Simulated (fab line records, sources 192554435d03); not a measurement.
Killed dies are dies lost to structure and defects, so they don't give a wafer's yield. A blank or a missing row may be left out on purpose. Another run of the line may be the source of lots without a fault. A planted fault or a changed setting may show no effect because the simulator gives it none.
Which of the tools did it? | flow n5Finfet | Sampling: 12 lots, 36 wafers, 4 of 1938 route steps

== WHAT EACH GAUGE READ, for each wafer ==
N5_SD_EPI_N_OVL_MEAS_10.
lot  | measured    | on         | SD_N_BLK_OVL (nm)
L790 | day 3 18:44 | overlay-01 | 0.2 0.6 0.2
L791 | day 4 00:27 | overlay-01 | -1.1 -0.4 -1.1
L792 | day 4 07:59 | overlay-02 | 0.1 -1.6 -1.1
L793 | day 4 14:42 | overlay-02 | -1.6 -2.1 -0.2
L794 | day 4 20:00 | overlay-02 | -0.6 -0.7 -1.1
L796 | day 5 06:54 | overlay-02 | -2.0 -2.8 -2.0
L797 | day 5 15:07 | overlay-01 | 0.0 0.5 0.2
L800 | day 6 08:06 | overlay-02 | -1.3 -1.8 -1.3
L801 | day 6 13:27 | overlay-01 | -0.8 -0.5 0.4
L803 | day 7 00:26 | overlay-01 | -0.6 -1.5 -0.4
L805 | day 7 11:47 | overlay-01 | 0.8 0.8 0.3
L806 | day 7 18:43 | overlay-02 | -0.9 -0.5 -0.4

N5_SD_EPI_P_OVL_MEAS_10.
lot  | measured    | on         | SD_P_BLK_OVL (nm)
L790 | day 3 23:10 | overlay-01 | 1.0 1.0 0.7
L791 | day 4 05:32 | overlay-02 | 0.0 0.1 0.0
L792 | day 4 12:32 | overlay-02 | 0.0 0.2 0.2
L793 | day 4 19:17 | overlay-01 | -0.6 -0.3 -0.9
L794 | day 5 00:43 | overlay-02 | 1.0 1.9 0.7
L796 | day 5 11:20 | overlay-01 | 0.4 0.0 0.2
L797 | day 5 19:29 | overlay-02 | -0.3 -0.1 -0.9
L800 | day 6 12:27 | overlay-02 | 1.3 0.0 0.4
L801 | day 6 17:56 | overlay-01 | -0.7 -0.4 -0.7
L803 | day 7 05:31 | overlay-01 | 0.7 -0.2 0.0
L805 | day 7 16:13 | overlay-01 | -0.6 0.0 0.0
L806 | day 7 23:31 | overlay-01 | 0.2 1.2 1.5

== WHAT TOOL EACH LOT RAN ON (gives the tool, then ch and the chambers of the sampled wafers, and finally the start) ==
lot  | N5_SD_EPI_N_ETCH_35              | N5_SD_EPI_P_COAT_34
L790 | rieDiel-02 ch 2,3, day 3 18:53   | lithoTrack-05 ch 0, day 3 22:46
L791 | rieDiel-02 ch 0,1,2, day 4 01:15 | lithoTrack-03 ch 0, day 4 05:09
L792 | rieDiel-01 ch 2,3, day 4 08:14   | lithoTrack-03 ch 0, day 4 12:08
L793 | rieDiel-02 ch 0,1,2, day 4 14:51 | lithoTrack-03 ch 0, day 4 18:53
L794 | rieDiel-01 ch 0,1, day 4 20:08   | lithoTrack-03 ch 0, day 5 00:19
L796 | rieDiel-04 ch 0,2, day 5 07:03   | lithoTrack-03 ch 0, day 5 10:56
L797 | rieDiel-01 ch 0,1,3, day 5 15:16 | lithoTrack-03 ch 0, day 5 19:13
L800 | rieDiel-04 ch 0,3, day 6 08:14   | lithoTrack-05 ch 0, day 6 12:11
L801 | rieDiel-04 ch 0,1,3, day 6 13:41 | lithoTrack-04 ch 0, day 6 17:40
L803 | rieDiel-01 ch 1,3, day 7 00:36   | lithoTrack-04 ch 0, day 7 05:14
L805 | rieDiel-01 ch 1,2,3, day 7 11:56 | lithoTrack-04 ch 0, day 7 15:50
L806 | rieDiel-01 ch 0,2, day 7 19:06   | lithoTrack-04 ch 0, day 7 23:07
- N5_SD_EPI_N_ETCH_35: etches SOC in N2/H2, overetch 108 nm, time 486 s.
- N5_SD_EPI_P_COAT_34: time 60 s, resist thk 350 nm.

== WHAT THE TOOLS THEMSELVES READ (means of the sampled wafers that have a number; where no wafer has one, the mark that the record gives instead) ==
N5_SD_EPI_N_ETCH_35.
lot  | tool       | drypumpMotorCurrentA (A) | oesProductAu (a.u.) | rfFwdPowerW (W) | rfVppV (V) | showerheadPlenumPTorr (Torr) | throttleValvePct (%)
L790 | rieDiel-02 | 5.0                      | 0.68                | 2988            | 240.4      | 2.48                         | 24.0
L791 | rieDiel-02 | 5.3                      | 0.66                | 2989            | 239.8      | 2.49                         | 23.8
L792 | rieDiel-01 | 6.0                      | 0.71                | 3003            | 241.5      | 2.59                         | 24.0
L793 | rieDiel-02 | 5.3                      | 0.66                | 2993            | 239.2      | 2.49                         | 23.8
L794 | rieDiel-01 | 6.0                      | 0.69                | 2988            | 241.1      | 2.51                         | 23.9
L796 | rieDiel-04 | 5.6                      | 0.71                | 2986            | 240.7      | 2.61                         | 24.4
L797 | rieDiel-01 | 6.1                      | 0.69                | 3006            | 241.6      | 2.58                         | 24.1
L800 | rieDiel-04 | 5.4                      | 0.77                | 2995            | 240.8      | 2.58                         | 23.9
L801 | rieDiel-04 | 5.2                      | 0.73                | 3000            | 240.7      | 2.55                         | 23.9
L803 | rieDiel-01 | 6.2                      | 0.73                | 3003            | 241.2      | 2.60                         | 24.3
L805 | rieDiel-01 | 6.0                      | 0.75                | 2999            | 242.4      | 2.61                         | 23.9
L806 | rieDiel-01 | 5.8                      | 0.87                | 2987            | 241.2      | 2.63                         | 23.4

N5_SD_EPI_P_COAT_34.
lot  | tool          | heaterPowerTotalW (W) | spinSpeedRpm (rpm)
L790 | lithoTrack-05 | 501.8                 | 1500.6
L791 | lithoTrack-03 | 499.5                 | 1500.2
L792 | lithoTrack-03 | 499.6                 | 1500.6
L793 | lithoTrack-03 | 500.4                 | 1340.6
L794 | lithoTrack-03 | 498.9                 | 1340.8
L796 | lithoTrack-03 | 499.7                 | 1340.5
L797 | lithoTrack-03 | 499.3                 | 1340.2
L800 | lithoTrack-05 | 501.7                 | 1500.3
L801 | lithoTrack-04 | 500.1                 | 1503.0
L803 | lithoTrack-04 | 499.5                 | 1498.7
L805 | lithoTrack-04 | 499.3                 | 1501.3
L806 | lithoTrack-04 | 498.8                 | 1500.0

== THE ANSWER, worked out from the rows above alone ==
Rule: usual is defined by the lots themselves. Put in order of their means at a reading, lots are off if they are a third of the lots or fewer, leave a main group of 4 or more, and stand apart from it by a gap of 3 or more times the standard deviation of the main group's means; of several such gaps the widest counts. If all means in a main group match to the digits the tables above print for the reading, that group is not used. A lot without any number at a reading at which 4 lots or more have one is off too. Any other lot the step has rows for is counted as sound. The gauges are gone through in route order, then the tools' own readings, and for those a lot's mean is taken as printed above. At the first step where some lot is off, the reading lying furthest off is the one used; lots without a number count as furthest.
Off at N5_SD_EPI_P_COAT_34 (spinSpeedRpm): L793, L794, L796, L797. The main group has a mean of 1500.6 rpm with a standard deviation of 1.1.
If a tool, at that step or one of the process steps before it, ran each lot that is off and ran no sound lot following the first of them, it fits. One candidate fits, namely lithoTrack-03 at N5_SD_EPI_P_COAT_34. A fault onset in the window from L792 (day 4 12:08, its last sound lot) to L793 (day 4 18:53, its first lot off) fits.
On the lots that are off, the tool's own readings at N5_SD_EPI_P_COAT_34 differ by more than 5 times the standard deviation of the sound lots' means, which bears it out; spinSpeedRpm reads 1340.5 rpm there versus 1500.6 rpm on the sound lots.

== WHAT THE SIMULATOR PUT IN ==
Process parameters drifting: lithoTrack-03 at N5_SD_EPI_P_COAT_34, beginning at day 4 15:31. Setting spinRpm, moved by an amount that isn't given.
Struck lots among those shown: L793, L794, L796, L797. This agrees with what the rule above found.
